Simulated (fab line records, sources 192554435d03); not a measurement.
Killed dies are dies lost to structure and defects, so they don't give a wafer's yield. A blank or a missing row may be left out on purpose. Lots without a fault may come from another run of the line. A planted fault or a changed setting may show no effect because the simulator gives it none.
Chamber matching | flow n5_finfet | N5_BEOL_M6_ETCH_65 on rie_diel-01: 4 sister chambers
The step etches SiARC in CF4, target depth 15.6 nm, time 26 s. 8 wafers are shown with their chamber, then 9 later ones without.

WAFERS WITH THEIR CHAMBER
wafer  | chamber | throttle_valve_pct (%) | showerhead_plenum_p_Torr (Torr)
L079.1 | 1       | 15.89                  | 2.05
L079.4 | 0       | 15.81                  | 2.19
L079.5 | 3       | 15.40                  | 2.19
L084.4 | 0       | 15.84                  | 2.18
L084.5 | 2       | 15.31                  | 2.15
L082.2 | 1       | 15.90                  | 2.04
L082.3 | 3       | 15.42                  | 2.19
L082.4 | 2       | 15.33                  | 2.15

WAFERS WITHOUT THEIR CHAMBER
wafer  | throttle_valve_pct (%) | showerhead_plenum_p_Torr (Torr)
L090.2 | 15.43                  | 2.18
L090.3 | 15.94                  | 2.04
L090.6 | 15.44                  | 2.18
L094.1 | 15.38                  | 2.18
L094.2 | 15.00                  | 2.18
L094.3 | 15.97                  | 2.03
L094.4 | 15.98                  | 2.03
L094.5 | 14.99                  | 2.18
L094.6 | 15.38                  | 2.18

WHICH CHAMBER EACH WENT THROUGH
wafer  | from the rows above | in truth
L090.2 | 3                   | 3
L090.3 | 1                   | 1
L090.6 | 3                   | 3
L094.1 | 3                   | 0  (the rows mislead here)
L094.2 | 2                   | 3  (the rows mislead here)
L094.3 | 1                   | 1
L094.4 | 1                   | 1
L094.5 | 2                   | 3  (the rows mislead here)
L094.6 | 3                   | 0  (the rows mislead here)
Placed correctly: 5 of 9. Can't be placed from these rows: 0. Placed wrongly: 4.
How it was worked out, from the rows above alone: a wafer's distance from a chamber is the root of the sum, over the readings, of the square of ((its reading less the chamber's mean) divided by the reading's scatter). The wafer belongs to the nearest chamber; if the next one is less than 2 further off, it can't be placed. A chamber's mean is the mean of its shown wafers. The scatter: the root of (the sum of the squares of (reading less its chamber's mean) over the shown wafers, divided by (wafers less chambers)).
